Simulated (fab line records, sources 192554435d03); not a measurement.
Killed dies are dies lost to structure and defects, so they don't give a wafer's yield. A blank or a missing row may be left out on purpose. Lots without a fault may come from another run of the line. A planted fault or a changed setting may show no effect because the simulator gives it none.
fab line records | flow n5_finfet
record lots=5 wafers=15 last_day=18
route steps=1938 shown BEOL_M13@1699 BEOL_M14@1716
lots that met no fault: from a run of the same line without faults
start_h: hours from the record's first day to the start of the lot's first wafer shown | wait_h: hours since the lot's step before | " the same as in the row above | L1.1+2: a row that stands for several wafers | - no value, or no start given | * or withheld: withheld | < > ~ a bound
route shown NAME@n: a module of which the file shows steps, and the number in the route of the first | usual: mean/standard deviation of fault-free wafers | same: alike in all rows | chamber/n: place in a boat | sites: the reading at each site | _std_site: their standard deviation | _edge_site: outer sites' mean less inner sites' | radius_mm: how far each site lies from the wafer's centre | mask NAME#n: copy n | behind: the tool/chamber that last shaped the wafer | hold: why the lot was held/for how many hours/how that ended | device: the transistor (n, p or np) that didn't switch | end of line: the same wafers' tests at the end of the route | a step without rows: its recipe alone | killed: dies lost to structure and defects at the first sort, not the wafer's yield | map: a wafer's dies, x killed, . not, _ none there
set.NAME: the setting as run; set.NAME@STEP: as run at that earlier step | model.NAME: the simulator's own value behind a step, which no gauge read
lots at some steps of the route; a table a step, a row a wafer
services: from which hour (start_h, from the record's first day; less than 0 if before it) a tool's chamber was out of use, for how many hours, and why
## steps
# step N5_BEOL_M13_STRIP_37
# recipe chemistry=N2/H2 power_w=1000 temp_c=250 h2_frac=0.65 overash_fraction=0.3 pressure_mtorr=withheld n2_flow_sccm=1750 h2_flow_sccm=3250
# usual drypump_motor_current_A=5.7/0.46 h2_flow_sccm=3248/11 heater_power_w=330/44 oes_product_au=0.785/0.011
# columns lot.wafer tool chamber start_h wait_h drypump_motor_current_A h2_flow_sccm heater_power_w oes_product_au rf_hours_counter_h
L078.1 plasma_asher-01 1 326.12 0.0 4.9 3223 338 0.781 72
L078.4 " 1 " " 4.9 3233 340 0.781 -
L078.5 " 1 " " 4.9 3250 346 0.804 -
L083.2 plasma_asher-01 1 341.85 0.0 4.9 3266 347 0.768 75
L083.3 " 1 " " 4.9 3265 339 0.768 -
L083.6 " 1 " " 4.9 3265 338 0.776 -
L090.2 plasma_asher-01 1 396.05 0.0 4.9 3239 346 0.786 85
L090.3 " 1 " " 4.9 3271 338 0.787 -
L090.5 " 0 " " 6.1 3240 264 0.785 -
L089.1 plasma_asher-02 1 398.25 0.0 5.8 3242 298 0.801 162
L089.4 " 0 " " 6.0 3235 386 0.744 -
L089.6 " 1 " " 5.8 3258 317 0.777 -
L093.3 plasma_asher-02 0 399.77 0.1 6.0 3250 391 0.777 -
L093.5 " 0 " " 6.0 3267 383 0.784 -
L093.6 " 1 " " 5.8 3260 305 0.785 -
# step N5_BEOL_M13_ETCH_38
# recipe chemistry=CF4/N2 target=SiCN target_depth_a=675 taper_deg=2 time_s=71.9 ion_energy_ev=150 mask_material=SiO2 pressure_mtorr=40 source_w=430 bias_w=70 Ar_flow_sccm=100 cf4_flow_sccm=60 n2_flow_sccm=60
# usual chamber_pressure_mTorr=40.00/0.039 drypump_motor_current_A=5.6/0.33 oes_product_au=0.80/0.091 rf_vpp_V=382.0/2.2 showerhead_plenum_p_Torr=2.19/0.088 throttle_valve_pct=15.47/0.24
# same time_s=71.9
# columns lot.wafer tool chamber start_h wait_h chamber_pressure_mTorr drypump_motor_current_A oes_product_au rf_hours_counter_h rf_vpp_V showerhead_plenum_p_Torr throttle_valve_pct
L078.1 rie_diel-02 3 326.30 - 40.00 5.2 0.77 147 378.1 2.03 15.48
L078.4 " 2 " " 40.01 6.1 0.72 186 385.0 2.29 15.23
L078.5 " 1 " " 39.99 5.8 0.88 - 382.6 2.25 15.27
L083.2 rie_diel-05 3 343.18 - 40.07 5.7 0.91 30 382.2 2.25 15.48
L083.3 " 0 " " 40.01 5.9 0.89 38 383.1 2.16 15.41
L083.6 " 1 " " 39.98 5.4 0.72 - 382.6 2.19 15.44
L090.2 rie_diel-06 1 399.13 - 39.94 5.6 0.82 78 382.3 2.14 15.51
L090.3 " 2 " " 40.03 6.0 0.88 29 386.1 2.34 15.05
L090.5 " 3 " " 39.99 5.7 0.91 - 380.9 2.16 15.52
L089.1 rie_diel-05 3 400.62 - 40.04 5.7 0.87 47 383.3 2.24 15.50
L089.4 " 0 " " 40.02 5.9 0.88 57 381.7 2.16 15.44
L089.6 " 2 " " 39.98 5.2 0.71 - 379.0 2.10 16.01
L093.3 rie_diel-06 1 400.79 - 40.01 5.6 0.83 79 380.8 2.14 15.53
L093.5 " 3 " " 40.08 5.7 0.93 - 381.7 2.16 15.51
L093.6 " 2 " " 40.07 6.1 0.89 - 386.3 2.34 15.06
# step N5_BEOL_M13_PRECLEAN_39
# recipe chemistry=residue_remover time_s=60 temp_c=40
# same time_s=60
# columns lot.wafer tool chamber start_h wait_h
L078.1+4+5 wet_bench-06 5,7,4 326.43 0.1
L083.2+3+6 wet_bench-06 3,4,6 343.31 0.1
L090.2+3+5 wet_bench-05 6,2,1 399.27 0.1
L089.1+4+6 wet_bench-04 7,0,6 400.75 0.1
L093.3+5+6 wet_bench-04 0,1,4 400.92 0.1
# step N5_BEOL_M13_SRD_40
# recipe time_s=30 temp_c=23 rinse_liquid=diw dry=n2_spin spin_rpm=1500 dry_time_s=30
# same time_s=30
# columns lot.wafer tool chamber start_h wait_h
L078.1+4+5 wet_bench-06 5,7,4 326.45 0.0
L083.2+3+6 wet_bench-06 3,4,6 343.33 0.0
L090.2+3+5 wet_bench-05 6,2,1 399.29 0.0
L089.1+4+6 wet_bench-04 7,0,6 400.77 0.0
L093.3+5+6 wet_bench-04 0,1,4 400.94 0.0
# step N5_BEOL_M13_DEGAS_41
# recipe ambient=vacuum temp_c=250 time_s=60
# usual heater_power_w=322/45
# same time_s=60
# columns lot.wafer tool chamber start_h wait_h heater_power_w
L078.1 pvd_sputter-03 - 326.54 0.1 390
L078.4 " - " " 388
L078.5 " - " " 331
L083.2 pvd_sputter-01 - 343.50 0.2 285
L083.3 " - " " 334
L083.6 " - " " 277
L090.2 pvd_sputter-03 - 399.71 0.4 371
L090.3 " - " " 343
L090.5 " - " " 399
L089.1 pvd_sputter-01 - 401.21 0.4 331
L089.4 " - " " 283
L089.6 " - " " 271
L093.3 pvd_sputter-02 - 403.23 2.3 321
L093.5 " - " " 281
L093.6 " - " " 268
# step N5_BEOL_M13_PRE_CLEAN_42
# recipe gas=H2/He time_s=30 temp_c=250
# usual heater_power_w=323/44
# same time_s=30
# columns lot.wafer tool chamber start_h wait_h heater_power_w
L078.1 pvd_sputter-03 - 326.58 0.0 394
L078.4 " - " " 366
L078.5 " - " " 328
L083.2 pvd_sputter-01 - 343.54 0.0 290
L083.3 " - " " 347
L083.6 " - " " 283
L090.2 pvd_sputter-03 - 399.75 0.0 374
L090.3 " - " " 338
L090.5 " - " " 381
L089.1 pvd_sputter-01 - 401.25 0.0 336
L089.4 " - " " 287
L089.6 " - " " 272
L093.3 pvd_sputter-02 - 403.27 0.0 320
L093.5 " - " " 285
L093.6 " - " " 273
# step N5_BEOL_M13_SPUTTER_43
# recipe material=TaN target_thk_a=150 temp_c=50 bias_v=168.6 power_w=15000 chamber_pressure_pa=0.12 time_s=24.19
# usual throttle_valve_pct=30.5/0.82
# same time_s=24.19
# columns lot.wafer tool chamber start_h wait_h throttle_valve_pct
L078.1 pvd_sputter-03 - 326.62 0.0 30.1
L078.4 " - " " 30.6
L078.5 " - " " 29.8
L083.2 pvd_sputter-01 - 343.58 0.0 31.2
L083.3 " - " " 31.2
L083.6 " - " " 31.5
L090.2 pvd_sputter-03 - 399.79 0.0 30.5
L090.3 " - " " 30.0
L090.5 " - " " 30.0
L089.1 pvd_sputter-01 - 401.29 0.0 31.3
L089.4 " - " " 31.3
L089.6 " - " " 31.3
L093.3 pvd_sputter-02 - 403.31 0.0 30.4
L093.5 " - " " 29.6
L093.6 " - " " 31.4
# step N5_BEOL_M13_SPUTTER_44
# recipe material=Ta target_thk_a=100 temp_c=50 bias_v=80 power_w=15000 chamber_pressure_pa=0.07 time_s=16.13
# usual throttle_valve_pct=30.4/0.85
# same time_s=16.13
# columns lot.wafer tool chamber start_h wait_h throttle_valve_pct
L078.1 pvd_sputter-03 - 326.70 0.0 29.8
L078.4 " - " " 30.4
L078.5 " - " " 29.9
L083.2 pvd_sputter-01 - 343.66 0.0 31.5
L083.3 " - " " 31.3
L083.6 " - " " 31.6
L090.2 pvd_sputter-03 - 399.87 0.0 30.5
L090.3 " - " " 30.0
L090.5 " - " " 30.1
L089.1 pvd_sputter-01 - 401.37 0.0 31.3
L089.4 " - " " 31.4
L089.6 " - " " 31.4
L093.3 pvd_sputter-02 - 403.39 0.0 30.1
L093.5 " - " " 29.7
L093.6 " - " " 31.4
# step N5_BEOL_M13_SPUTTER_45
# recipe material=Cu target_thk_a=800 temp_c=-20 bias_v=60 power_w=26000 chamber_pressure_pa=0.13 time_s=13.33
# usual throttle_valve_pct=30.5/0.81
# same time_s=13.33
# columns lot.wafer tool chamber start_h wait_h throttle_valve_pct
L078.1 pvd_sputter-03 - 326.78 0.0 29.8
L078.4 " - " " 30.4
L078.5 " - " " 30.0
L083.2 pvd_sputter-01 - 343.74 0.0 31.4
L083.3 " - " " 31.4
L083.6 " - " " 31.3
L090.2 pvd_sputter-03 - 399.95 0.0 30.7
L090.3 " - " " 30.1
L090.5 " - " " 30.3
L089.1 pvd_sputter-01 - 401.45 0.0 31.3
L089.4 " - " " 31.4
L089.6 " - " " 31.3
L093.3 pvd_sputter-02 - 403.47 0.0 30.3
L093.5 " - " " 29.4
L093.6 " - " " 31.4
# step N5_BEOL_M13_ECD_47
# recipe material=Cu target_thk_a=9360
# columns lot.wafer tool chamber start_h wait_h
L078.1+4+5 ecd_cu-02 0,1,1 326.90 0.1
L083.2+3+6 ecd_cu-01 0,1,1 343.85 0.1
L090.2+3+5 ecd_cu-02 0,0,1 400.06 0.1
L089.1+4+6 ecd_cu-01 0,1,1 401.57 0.1
L093.3+5+6 ecd_cu-01 0,1,0 403.64 0.1
# step N5_BEOL_M13_ANNEAL_48
# recipe temp_c=225 time_s=90 ambient=N2
# usual wafer_temp_C_max=226.4/0.36
# same time_s=90
# columns lot.wafer tool chamber start_h wait_h wafer_temp_C_max
L078.1 rtp_anneal-02 0 327.23 0.3 227.0
L078.4 " 0 " " 226.9
L078.5 " 0 " " 226.1
L083.2 rtp_anneal-01 0 344.06 0.2 226.5
L083.3 " 0 " " 226.5
L083.6 " 0 " " 226.0
L090.2 rtp_anneal-01 0 400.27 0.2 226.3
L090.3 " 0 " " 226.2
L090.5 " 0 " " 226.3
L089.1 rtp_anneal-01 0 401.92 0.3 226.2
L089.4 " 0 " " 225.9
L089.6 " 0 " " 225.8
L093.3 rtp_anneal-01 0 403.84 0.2 226.3
L093.5 " 0 " " 226.8
L093.6 " 0 " " 226.1
# step N5_BEOL_M13_CMP_49
# recipe stop_on=SiOC t_overpolish_s=17.1 down_force_psi=1 platen_rpm=50 clearing_platen_down_force_psi=1.5 clearing_platen_rpm=50 post_cmp_clean=cu_alkaline target_thk_nm=420 clearing_platen_pad_velocity_m_s=0.99484 pad_velocity_m_s=0.99484
# usual barrier_field_endpoint_s=30.5/0.84 motor_current_A=5.8/0.48 overpolish_run_s=17.100/0.01
# same t_overpolish_s=17.1
# columns lot.wafer tool chamber start_h wait_h barrier_field_endpoint_s motor_current_A overpolish_run_s
L078.1 cmp-04 1 327.54 0.3 30.4 5.5 17.101
L078.4 " 3 " " 31.0 6.4 17.107
L078.5 " 1 " " 30.3 5.4 17.110
L083.2 cmp-04 0 344.31 0.2 32.3 5.4 17.108
L083.3 " 3 " " 31.5 6.6 17.096
L083.6 " 0 " " 32.0 5.5 17.088
L090.3 cmp-04 2 400.52 0.2 31.1 5.9 17.083
L090.2 " 3 " " 31.4 6.5 17.088
L090.5 " 3 " " 31.2 6.5 17.110
L089.1 cmp-02 1 402.21 0.3 28.5 6.0 17.098
L089.4 " 2 " " 28.6 6.9 17.110
L089.6 " 2 " " 28.6 6.8 17.109
L093.3 cmp-03 0 404.06 0.2 29.2 5.6 17.109
L093.5 " 0 " " 30.1 5.4 17.105
L093.6 " 1 " " 29.6 5.4 17.099
# step N5_BEOL_M13_THK_MEAS_50
# recipe thk_meas_gauge=xrf reads=Cu_of_BEOL_M13_ECD_47
# usual M13_THK=405/7.4
# columns lot.wafer tool chamber start_h wait_h M13_THK[nm]
L078.1 film_metro-02 - 327.83 - 412
L078.4 " - " " 407
L078.5 " - " " 396
L083.2 film_metro-01 - 344.61 - 406
L083.3 " - " " 413
L083.6 " - " " 410
L090.2 film_metro-02 - 400.82 - 400
L090.3 " - " " 383
L090.5 " - " " 393
L089.1 film_metro-01 - 402.51 - 402
L089.4 " - " " 399
L089.6 " - " " 405
L093.3 film_metro-01 - 404.36 - 405
L093.5 " - " " 395
L093.6 " - " " 402
# step N5_BEOL_M13_PRE_CLEAN_52
# recipe gas=NH3 time_s=15 temp_c=withheld rf_power_w=300
# same time_s=15
# columns lot.wafer tool chamber start_h wait_h
L078.1+4+5 pecvd-03 0,0,2 327.87 0.0
L083.2+3+6 pecvd-02 1,2,0 344.65 0.0
L090.2+3+5 pecvd-03 1,2,0 400.85 0.0
L089.1+4+6 pecvd-02 0,0,2 402.55 0.0
L093.3+5+6 pecvd-04 2,0,2 404.40 0.0
# step N5_BEOL_M13_DEP_53
# recipe material=SiCN target_thk_a=500 temp_c=withheld precursor=3MS/NH3 pressure_torr=3 rf_w=675 time_s=17.8
# usual showerhead_plenum_p_Torr=4.150/0.024 throttle_valve_pct=18.4/0.76
# same time_s=17.8
# columns lot.wafer tool chamber start_h wait_h showerhead_plenum_p_Torr throttle_valve_pct
L078.1 pecvd-03 0 327.89 0.0 4.153 17.6
L078.4 " 0 " " 4.154 17.5
L078.5 " 2 " " 4.182 18.3
L083.2 pecvd-02 1 344.67 0.0 4.124 19.5
L083.3 " 2 " " 4.162 17.0
L083.6 " 0 " " 4.152 18.6
L090.2 pecvd-03 1 400.88 0.0 4.200 17.7
L090.3 " 2 " " 4.182 18.4
L090.5 " 0 " " 4.156 17.7
L089.1 pecvd-02 0 402.57 0.0 4.141 18.7
L089.4 " 0 " " 4.146 18.9
L089.6 " 2 " " 4.161 16.7
L093.3 pecvd-04 2 404.42 0.0 4.157 19.0
L093.5 " 0 " " 4.126 18.7
L093.6 " 2 " " 4.152 18.7
# step N5_BEOL_M13_RS_MEAS_54
# recipe thk_meas_gauge=four-point-probe reads=Cu_of_BEOL_M13_ECD_47+Ta_of_BEOL_M13_SPUTTER_44+TaN_of_BEOL_M13_SPUTTER_43
# usual M13_RS=0.0449/0.00064
# columns lot.wafer tool chamber start_h wait_h M13_RS[ohm/sq]
L078.1 film_metro-02 - 327.96 0.0 0.0440
L078.4 " - " " 0.0445
L078.5 " - " " 0.0458
L083.2 film_metro-02 - 344.75 0.1 0.0451
L083.3 " - " " 0.0444
L083.6 " - " " 0.0445
L090.2 film_metro-02 - 400.95 0.1 0.0446
L090.3 " - " " 0.0465
L090.5 " - " " 0.0451
L089.1 film_metro-02 - 402.64 0.0 0.0453
L089.4 " - " " 0.0455
L089.6 " - " " 0.0449
L093.3 film_metro-01 - 404.49 0.1 0.0453
L093.5 " - " " 0.0463
L093.6 " - " " 0.0458
# step N5_BEOL_M13_INSPECT_55
# recipe inspect_instrument=darkfield mode=post_dep
# usual raw_defect_count=73/26
# columns lot.wafer tool chamber start_h wait_h raw_defect_count
L078.1 defect_inspect-01 - 327.99 0.0 46
L078.4 " - " " 45
L078.5 " - " " 136
L083.2 defect_inspect-01 - 344.78 0.0 80
L083.3 " - " " 94
L083.6 " - " " 67
L090.2 defect_inspect-02 - 400.97 0.0 60
L090.3 " - " " 53
L090.5 " - " " 62
L089.1 defect_inspect-02 - 402.66 0.0 81
L089.4 " - " " 78
L089.6 " - " " 47
L093.3 defect_inspect-01 - 404.51 0.0 61
L093.5 " - " " 82
L093.6 " - " " 71
# step N5_BEOL_M14_ILD_DEP_00
# recipe material=SiO2 target_thk_a=11193 temp_c=400 precursor=TEOS/O2 pressure_torr=6.5 rf_w=900 teos_flow_sccm=161.4 gas=O2 flow_sccm=2650 time_s=237.4
# usual heater_power_w=517/120 showerhead_plenum_p_Torr=8.327/0.03 throttle_valve_pct=18.9/1
# same time_s=237.4
# columns lot.wafer tool chamber start_h wait_h heater_power_w showerhead_plenum_p_Torr throttle_valve_pct
L078.1 pecvd-01 1 328.02 0.0 602 8.331 20.2
L078.4 " 1 " " 451 8.337 19.9
L078.5 " 0 " " 453 8.368 19.0
L083.2 pecvd-01 1 344.81 0.0 596 8.316 20.2
L083.3 " 0 " " 414 8.387 19.0
L083.6 " 1 " " 470 8.308 20.3
L090.2 pecvd-01 2 401.01 0.0 513 8.345 17.1
L090.3 " 2 " " 393 8.351 16.9
L090.5 " 2 " " 466 8.336 16.9
L089.1 pecvd-04 1 402.71 0.0 590 8.334 18.9
L089.4 " 0 " " 392 8.292 19.2
L089.6 " 1 " " 670 8.305 18.9
L093.3 pecvd-01 2 404.63 0.1 505 8.357 17.2
L093.5 " 0 " " 436 8.375 19.0
L093.6 " 2 " " 401 8.338 16.9
# step N5_BEOL_M14_THK_MEAS_01
# recipe reads=SiO2_of_BEOL_M14_ILD_DEP_00
# usual M14_ILD_THK=1120/14
# columns lot.wafer tool chamber start_h wait_h M14_ILD_THK[nm]
L078.1 film_metro-01 - 328.21 0.1 1125
L078.4 " - " " 1135
L078.5 " - " " 1141
L083.2 film_metro-01 - 345.01 0.1 1098
L083.3 " - " " 1101
L083.6 " - " " 1117
L090.2 film_metro-01 - 401.28 0.2 1121
L090.3 " - " " 1127
L090.5 " - " " 1137
L089.1 film_metro-01 - 402.90 0.1 1132
L089.4 " - " " 1143
L089.6 " - " " 1148
L093.3 film_metro-02 - 404.82 0.1 1129
L093.5 " - " " 1111
L093.6 " - " " 1107
# step N5_BEOL_M14_COAT_58
# recipe resist=BARC temp_c=205 time_s=60 spin_rpm=1500 resist_thk_nm=89
# same time_s=60
# columns lot.wafer tool chamber start_h wait_h
L078.1+4+5 litho_track-04 0 328.24 0.0
L083.2+3+6 litho_track-04 0 345.04 0.0
L090.2+3+5 litho_track-03 0 401.31 0.0
L089.1+4+6 litho_track-04 0 402.93 0.0
L093.3+5+6 litho_track-04 0 404.85 0.0
# step N5_BEOL_M14_COAT_04
# recipe spin_rpm=1704 resist_thk_nm=800
# columns lot.wafer tool chamber start_h wait_h
L078.1+4+5 litho_track-04 0 - -
L083.2+3+6 litho_track-04 0 - -
L090.2+3+5 litho_track-03 0 - -
L089.1+4+6 litho_track-04 0 - -
L093.3+5+6 litho_track-04 0 - -
# step N5_BEOL_M14_EBR_06
# recipe solvent=PGMEA ebr_width_mm=1.5
# columns lot.wafer tool chamber start_h wait_h
L078.1+4+5 litho_track-04 0 - -
L083.2+3+6 litho_track-04 0 - -
L090.2+3+5 litho_track-03 0 - -
L089.1+4+6 litho_track-04 0 - -
L093.3+5+6 litho_track-04 0 - -
# step N5_BEOL_M14_SOFTBAKE_05
# recipe temp_c=130 time_s=60
# same time_s=60
# columns lot.wafer tool chamber start_h wait_h
L078.1+4+5 litho_track-04 0 - -
L083.2+3+6 litho_track-04 0 - -
L090.2+3+5 litho_track-03 0 - -
L089.1+4+6 litho_track-04 0 - -
L093.3+5+6 litho_track-04 0 - -
# step N5_BEOL_M14_EXPOSE_07
# recipe mask_id=V13 na=0.8 source_shape=annular sigma_inner=0.5 sigma_outer=0.8 polarization=unpolarized attpsm_phase_deg=180 dose_mj=57
# same sigma_inner=0.5
# columns lot.wafer tool chamber start_h wait_h mask
L078.1+4+5 krf_scanner-01 0 328.34 - V13#0
L083.2+3+6 krf_scanner-02 0 345.27 - V13#0
L090.2+3+5 krf_scanner-02 0 401.42 - V13#0
L089.1+4+6 krf_scanner-01 0 403.03 - V13#0
L093.3+5+6 krf_scanner-02 0 405.09 - V13#0
# step N5_BEOL_M14_PEB_08
# recipe peb_temp_c=130 peb_time_s=90
# columns lot.wafer tool chamber start_h wait_h
L078.1+4+5 litho_track-04 0 328.40 0.1
L083.2+3+6 litho_track-04 0 345.32 0.0
L090.2+3+5 litho_track-04 0 401.47 0.0
L089.1+4+6 litho_track-03 0 403.09 0.1
L093.3+5+6 litho_track-03 0 405.14 0.0
# step N5_BEOL_M14_DEVELOP_09
# recipe develop_time_s=45 rinse_liquid=diw dry=air_spin dev_temp_c=21
# columns lot.wafer tool chamber start_h wait_h
L078.1+4+5 litho_track-04 0 - -
L083.2+3+6 litho_track-04 0 - -
L090.2+3+5 litho_track-04 0 - -
L089.1+4+6 litho_track-03 0 - -
L093.3+5+6 litho_track-03 0 - -
# step N5_BEOL_M14_HARDBAKE_14
# recipe temp_c=130 time_s=120
# same time_s=120
# columns lot.wafer tool chamber start_h wait_h
L078.1+4+5 litho_track-04 0 - -
L083.2+3+6 litho_track-04 0 - -
L090.2+3+5 litho_track-04 0 - -
L089.1+4+6 litho_track-03 0 - -
L093.3+5+6 litho_track-03 0 - -
# step N5_BEOL_M14_CD_MEAS_10
# recipe target_cd_nm=250 landing_energy_ev=500 detector=se_inlens polarity=opening
# usual cd_nm=250.2/1.3
# columns lot.wafer tool chamber start_h wait_h cd_nm
L078.1 cd_sem-01 0 328.52 - 249.6
L078.4 " 0 " " 250.2
L078.5 " 0 " " 249.8
L083.2 cd_sem-01 0 345.44 - 249.7
L083.3 " 0 " " 251.3
L083.6 " 0 " " 249.2
L090.2 cd_sem-02 0 401.59 - 248.4
L090.3 " 0 " " 250.1
L090.5 " 0 " " 248.0
L089.1 cd_sem-03 0 403.20 - 250.2
L089.4 " 0 " " 251.8
L089.6 " 0 " " 250.7
L093.3 cd_sem-03 0 405.25 - 249.9
L093.5 " 0 " " 250.5
L093.6 " 0 " " 250.4
# step N5_BEOL_M14_OVL_MEAS_11
# recipe points_per_wafer=44
# usual V13_OVL=2/5.8
# columns lot.wafer tool chamber start_h wait_h V13_OVL[nm]
L078.1 overlay-01 0 328.55 0.0 7
L078.4 " 0 " " 3
L078.5 " 0 " " 4
L083.2 overlay-01 0 345.47 0.0 3
L083.3 " 0 " " 0
L083.6 " 0 " " 2
L090.2 overlay-01 0 401.61 0.0 6
L090.3 " 0 " " 0
L090.5 " 0 " " 6
L089.1 overlay-01 0 403.23 0.0 5
L089.4 " 0 " " 7
L089.6 " 0 " " 6
L093.3 overlay-01 0 405.28 0.0 3
L093.5 " 0 " " 4
L093.6 " 0 " " 1
# step N5_BEOL_M14_INSPECT_12
# recipe mode=adi inspect_instrument=macro
# usual raw_defect_count=2.1/1.4
# columns lot.wafer tool chamber start_h wait_h raw_defect_count
L078.1 defect_inspect-02 - 328.57 0.0 6
L078.4 " - " " 5
L078.5 " - " " 3
L083.2 defect_inspect-01 - 345.49 0.0 2
L083.3 " - " " 3
L083.6 " - " " 4
L090.2 defect_inspect-02 - 401.64 0.0 2
L090.3 " - " " 1
L090.5 " - " " 1
L089.1 defect_inspect-01 - 403.26 0.0 1
L089.4 " - " " 1
L089.6 " - " " 1
L093.3 defect_inspect-01 - 405.31 0.0 2
L093.5 " - " " 2
L093.6 " - " " 2
# step N5_BEOL_M14_DESCUM_15
# recipe chemistry=O2 time_s=7.9 source_power_w=50 bias_power_w=20 pressure_mtorr=20 rf_frequency_hz=2.712e+07 temp_c=40 o2_flow_sccm=225
# usual chamber_pressure_mTorr=20.001/0.017 drypump_motor_current_A=5.8/0.52 oes_product_au=0.83/0.091 rf_vpp_V=243.3/1.4 showerhead_plenum_p_Torr=2.11/0.071 throttle_valve_pct=20.40/0.26
# same time_s=7.9
# columns lot.wafer tool chamber start_h wait_h chamber_pressure_mTorr drypump_motor_current_A oes_product_au rf_hours_counter_h rf_vpp_V showerhead_plenum_p_Torr throttle_valve_pct
L078.1 rie_diel-03 2 328.61 0.0 20.006 6.5 0.91 21 242.3 2.14 20.28
L078.4 " 3 " " 19.984 6.3 0.70 232 240.7 2.07 20.31
L078.5 " 3 " " 19.992 6.2 0.70 - 243.0 2.07 20.33
L083.2 rie_diel-01 0 345.52 0.0 19.970 6.0 0.81 78 243.2 2.03 20.33
L083.3 " 2 " " 19.994 5.2 0.79 119 242.6 2.11 20.74
L083.6 " 0 " " 19.985 6.0 0.81 - 242.1 2.03 20.31
L090.2 rie_diel-04 1 401.67 0.0 20.022 6.2 0.72 191 244.7 2.08 20.92
L090.3 " 0 " " 20.018 5.8 0.91 22 243.0 2.23 20.35
L090.5 " 2 " " 19.972 5.3 0.90 - 245.1 2.22 20.42
L089.1 rie_diel-01 2 403.63 0.4 19.993 5.2 0.77 140 243.5 2.10 20.76
L089.4 " 1 " " 19.989 6.5 0.85 73 242.4 2.04 20.20
L089.6 " 1 " " 19.986 6.5 0.85 - 241.1 2.04 20.22
L093.3 rie_diel-04 2 405.34 0.0 20.013 5.3 0.90 45 244.5 2.22 20.43
L093.5 " 1 " " 20.011 6.2 0.72 - 243.5 2.08 20.93
L093.6 " 2 " " 19.990 5.3 0.91 - 245.2 2.22 20.42
# step N5_BEOL_M14_ETCH_59
# recipe chemistry=N2/H2 target=BARC target_depth_a=890 overetch_a=267 time_s=67.9 ion_energy_ev=200 pressure_mtorr=30 source_w=840 bias_w=150 n2_flow_sccm=200 h2_flow_sccm=200
# usual chamber_pressure_mTorr=30.001/0.029 drypump_motor_current_A=5.8/0.53 h2_flow_sccm=200.0/0.65 oes_product_au=0.71/0.072 rf_vpp_V=524.5/2.4 showerhead_plenum_p_Torr=2.57/0.088 throttle_valve_pct=17.84/0.26
# same time_s=67.9
# columns lot.wafer tool chamber start_h wait_h chamber_pressure_mTorr drypump_motor_current_A h2_flow_sccm oes_product_au rf_hours_counter_h rf_vpp_V showerhead_plenum_p_Torr throttle_valve_pct
L078.1 rie_diel-03 2 328.64 0.0 30.002 6.5 200.9 0.78 21 525.1 2.59 17.64
L078.4 " 3 " " 30.026 6.3 199.2 0.60 232 524.0 2.51 17.78
L078.5 " 3 " " 29.967 6.3 198.7 0.60 - 522.9 2.51 17.77
L083.2 rie_diel-01 0 345.56 0.0 30.039 6.0 200.6 0.69 78 521.5 2.47 17.85
L083.3 " 2 " " 30.003 5.2 199.7 0.68 119 525.1 2.55 18.18
L083.6 " 0 " " 30.033 6.0 199.6 0.69 - 521.5 2.47 17.87
L090.2 rie_diel-04 1 401.71 0.0 29.973 6.2 200.1 0.62 191 524.0 2.52 18.34
L090.3 " 0 " " 30.056 5.8 200.8 0.76 22 527.1 2.71 17.85
L090.5 " 2 " " 29.971 5.3 200.9 0.76 - 527.3 2.70 17.83
L089.1 rie_diel-01 2 403.67 0.0 30.070 5.2 200.2 0.66 140 525.4 2.55 18.22
L089.4 " 1 " " 30.017 6.5 200.8 0.72 73 523.5 2.46 17.54
L089.6 " 1 " " 29.993 6.5 201.0 0.71 - 522.6 2.46 17.52
L093.3 rie_diel-04 2 405.37 0.0 29.995 5.3 199.8 0.76 45 527.5 2.70 17.85
L093.5 " 1 " " 30.002 6.2 199.9 0.62 - 524.5 2.52 18.35
L093.6 " 2 " " 30.010 5.3 200.5 0.76 - 526.8 2.70 17.85
# step N5_BEOL_M14_VIA_ETCH_16
# recipe chemistry=C4F8/O2/Ar target=SiO2 he_inner_torr=15 he_outer_torr=30 target_depth_a=12313 time_s=withheld ion_energy_ev=800 pressure_mtorr=20 source_w=1905 bias_w=2040 Ar_flow_sccm=400 C4F8_flow_sccm=16 O2_flow_sccm=12 ends=cleared
# usual chamber_pressure_mTorr=19.999/0.017 drypump_motor_current_A=5.8/0.53 oes_product_au=0.75/0.081 rf_vpp_V=2222/26 showerhead_plenum_p_Torr=3.47/0.11 throttle_valve_pct=30.86/0.26
# columns lot.wafer tool chamber start_h wait_h chamber_pressure_mTorr drypump_motor_current_A oes_product_au rf_vpp_V showerhead_plenum_p_Torr throttle_valve_pct
L078.1 rie_diel-03 2 328.69 0.0 19.989 6.5 0.83 2249 3.50 30.70
L078.4 " 3 " " 20.018 6.2 0.63 2214 3.39 30.53
L078.5 " 3 " " 20.036 6.2 0.63 2214 3.39 30.55
L083.2 rie_diel-01 0 345.61 0.0 20.006 6.0 0.73 2183 3.34 30.84
L083.3 " 2 " " 19.979 5.2 0.71 2193 3.46 31.21
L083.6 " 0 " " 20.010 6.0 0.72 2181 3.34 30.85
L090.2 rie_diel-04 1 401.76 0.0 19.961 6.2 0.66 2229 3.42 31.42
L090.3 " 0 " " 20.031 5.8 0.82 2265 3.64 30.88
L090.5 " 2 " " 20.009 5.3 0.82 2253 3.63 30.90
L089.1 rie_diel-01 2 403.72 0.0 19.990 5.2 0.69 2191 3.44 31.22
L089.4 " 1 " " 19.993 6.5 0.76 2197 3.35 30.63
L089.6 " 1 " " 20.001 6.5 0.76 2197 3.35 30.67
L093.3 rie_diel-04 2 405.42 0.0 19.979 5.3 0.81 2251 3.63 30.88
L093.5 " 1 " " 20.012 6.2 0.65 2228 3.42 31.41
L093.6 " 2 " " 20.006 5.3 0.81 2253 3.63 30.88
## services
# columns tool chamber start_h hours kind
rie_diel-02 1 304.26 7.9 repair
plasma_asher-01 - 308.05 1.9 repair
wet_bench-04 - 316.13 1.8 repair
rie_diel-06 3 318.44 5.6 repair
rie_diel-01 0 320.42 4.8 repair
krf_scanner-02 - 328.62 1.3 pm
krf_scanner-01 - 344.45 1.3 pm
krf_scanner-01 - 346.17 8.2 repair
pvd_sputter-03 - 347.98 6.3 repair
rie_diel-01 - 351.87 2.8 pm
pecvd-03 1 354.75 3.0 repair
rie_diel-02 - 356.59 0.6 repair
pvd_sputter-02 - 357.28 0.6 repair
wet_bench-04 - 364.63 1.9 pm
cmp-02 - 367.00 6.2 repair
pecvd-04 2 369.30 6.7 repair
cmp-03 - 370.39 4.0 pm
cmp-04 - 373.98 0.7 repair
cmp-02 - 374.73 4.0 repair
rie_diel-02 1 381.87 25.8 repair
cmp-02 - 384.41 4.9 pm
rie_diel-05 - 387.54 2.8 pm
krf_scanner-01 - 394.57 0.8 pm
ecd_cu-02 - 403.10 1.4 repair
## key
fault none
